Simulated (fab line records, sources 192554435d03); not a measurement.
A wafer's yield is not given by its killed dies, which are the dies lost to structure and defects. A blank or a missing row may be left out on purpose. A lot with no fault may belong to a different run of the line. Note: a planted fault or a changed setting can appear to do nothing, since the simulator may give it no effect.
Problem report in the 8D (eight disciplines) form, filled by code ; flow n5 finfet ; the parts of the form that need people (team, actions taken, sign-off) are left out

== 1. PROBLEM STATEMENT ==
M6_ILD_THK at N5_BEOL_M6_THK_MEAS_01 reads a mean of 238.9 nm on 1 wafer of 1 lot; wafers without a fault read 155.4 nm with a standard deviation of 2. That puts it +42 standard deviations away from the usual mean.
Seen first at day 14 06:13 on film metro-02, wafer L106.3. At this step, 29 wafers from 10 lots have a number in the record. Rule for "out" (also "out of limits"): further than 4 standard deviations from the usual mean. All remaining wafers that have a number are taken as sound.

== 2. WHAT THIS IS AND IS NOT ==
question;is;is not
which readings at this step;M6_ILD_THK;-
which lots;L106;L108, L988, L989, L990, L991, L993, L994, L995, L997
which wafers of those lots;L106.3;L106.4
read on which gauges;film metro-02;film metro-01
when;from day 14 06:13;"up to then (25 sound wafers); but 3 sound wafers of L108 came after"

== 3. WHAT RULES OUT EACH SUSPECT ==
Counting: a tool at a process step up to the reading stays a suspect if it ran every lot that is out. Sound lots after the first of them don't rule it out here, since some wafers of a struck lot are sound.
- ruled out: the gauge at N5_BEOL_M6_THK_MEAS_01. All the wafers that are out were read on film metro-02, but those of them that N5_PASSIVATION_PROBE_49 has rows for are out there too, on other tools.
- pvd sputter-01 at N5_BEOL_M5_SPUTTER_81 (material Cu, target thk 15 nm, time 27.62 s): kept. It ran the lot that is out, L106 (day 14 01:01); its last sound lot up to then is L997 (day 11 20:12).
- pvd sputter-01 at N5_BEOL_M5_SPUTTER_88 (material Cu, target thk 15 nm, time 27.62 s): kept. It ran the lot that is out, L106 (day 14 03:11); its last sound lot up to then is L997 (day 11 22:23).
- pecvd-01 at N5_BEOL_M6_ILD_DEP_00 (deposits SiCOH lowk from DEMS/porogen, target thk 179.75 nm, time 33.4 s): kept. It ran the lot that is out, L106 (day 14 05:38); its last sound lot up to then is L993 (day 11 00:49).
- The sound lot-mates ran in chamber 0 of pecvd-01 at N5_BEOL_M6_ILD_DEP_00, but the wafers that are out ran in chamber 2.
After the count, these remain: pvd sputter-01 at N5_BEOL_M5_SPUTTER_81, pvd sputter-01 at N5_BEOL_M5_SPUTTER_88 and pecvd-01 at N5_BEOL_M6_ILD_DEP_00.

== 4. THE CAUSE (what the simulator had put in) ==
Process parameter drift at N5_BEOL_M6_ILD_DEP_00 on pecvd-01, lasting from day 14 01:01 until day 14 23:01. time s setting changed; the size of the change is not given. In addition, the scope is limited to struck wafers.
3 suspects survive the count, and this tool is in that group.

== 5. THE EFFECT CHAIN, in route order ==
Rows list readings where the struck wafers' mean (over those with a number) sits beyond 3 standard deviations from the usual. Scope: only readings with a usual standard deviation given in the record; hours: median across lots of the time from each lot's start at the first step in this table that gives one to its start at this step; sigmas: change in usual standard deviations.
hours;step;reading;usual;on struck wafers;change;sigmas
0;N5_BEOL_M6_THK_MEAS_01;M6_ILD_THK;155.4 nm;238.9;+83.5;+42
97;N5_PASSIVATION_PROBE_49;defect limited yield;91.3 %;0.0;-91.3;-65
97;N5_PASSIVATION_PROBE_49;killed_at_M4_up;13;1088;+1075;+99 or more
97;N5_PASSIVATION_PROBE_49;killed dies;102;1180;+1078;+63
97;N5_PASSIVATION_PROBE_49;killed on rim;13;152;+139;+36
97;N5_PASSIVATION_PROBE_49;sort_bin_5_function;5.1 %;96.1;+91.0;+91
97;N5_PASSIVATION_PROBE_49;sort n pass;1078;0;-1078;-63
97;N5_PASSIVATION_PROBE_49;sort yield pct;91.3 %;0.0;-91.3;-65
Here are the process steps it includes:
- N5_PASSIVATION_PROBE_49

== 6. HOW IT WOULD HAVE BEEN CAUGHT EARLIER ==
The first out-of-limits reading at a measuring or inspecting step in this record came at day 14 06:13, 5 hours after the fault's start at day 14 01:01.
Tool readings at N5_BEOL_M6_ILD_DEP_00 with a usual standard deviation given in the record: none out on any struck wafer, hence no alarm at a limit of 4 standard deviations on them.
By day 14 06:13 the whole set of lots that are out, 1 in number, had already begun N5_BEOL_M6_ILD_DEP_00 on pecvd-01. Tool hold at that time: it would have spared none of them.
